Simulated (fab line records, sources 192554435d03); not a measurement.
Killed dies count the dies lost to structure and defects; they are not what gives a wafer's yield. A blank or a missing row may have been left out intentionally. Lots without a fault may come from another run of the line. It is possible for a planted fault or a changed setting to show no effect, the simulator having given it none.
Matching of chambers    flow n5-finfet    N5_SDB_ALD_29 on ald-sin-01: 4 sister chambers
The step deposits SiNx, target thk 30 nm, pulse time 1 s, ald cycles 600. 4 wafers are shown with their chamber, then 12 later ones without.

## WAFERS PAIRED WITH THEIR CHAMBERS
wafer   chamber  heater-power-w (W)
L091.2  1        830
L092.2  2        775
L092.4  3        832
L092.6  0        1098

## WAFERS WITHOUT THEIR CHAMBER
wafer   heater-power-w (W)
L093.2  1096
L093.3  847
L093.5  1116
L094.1  853
L094.2  847
L094.3  1086
L094.4  770
L094.5  862
L094.6  776
L096.2  765
L096.4  1132
L096.6  773

## EACH ONE'S CHAMBER
wafer   from the rows above      in truth
L093.2  0                        0
L093.3  can't be placed: 3 or 1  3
L093.5  0                        0
L094.1  can't be placed: 3 or 1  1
L094.2  can't be placed: 3 or 1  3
L094.3  0                        0
L094.4  2                        2
L094.5  can't be placed: 3 or 1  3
L094.6  2                        2
L096.2  2                        2
L096.4  0                        0
L096.6  2                        2
Correct placement for 8 of the 12. Unplaceable from these rows: 4, with the true chamber sitting among the candidates in 4. Number placed wrongly: 0.
How it was worked out, from the rows above alone: a wafer's distance from a chamber is the root of the sum, over the readings, of the square of ((its reading less the chamber's mean) divided by the reading's scatter). The wafer belongs to the nearest chamber; if the next one is less than 2 further off, it can't be placed. For every chamber, the mean is computed from those of its wafers that are shown. The scatter (one wafer shown for each chamber): square how far every hidden wafer sits from the nearest shown wafer, average those squares and take the square root.
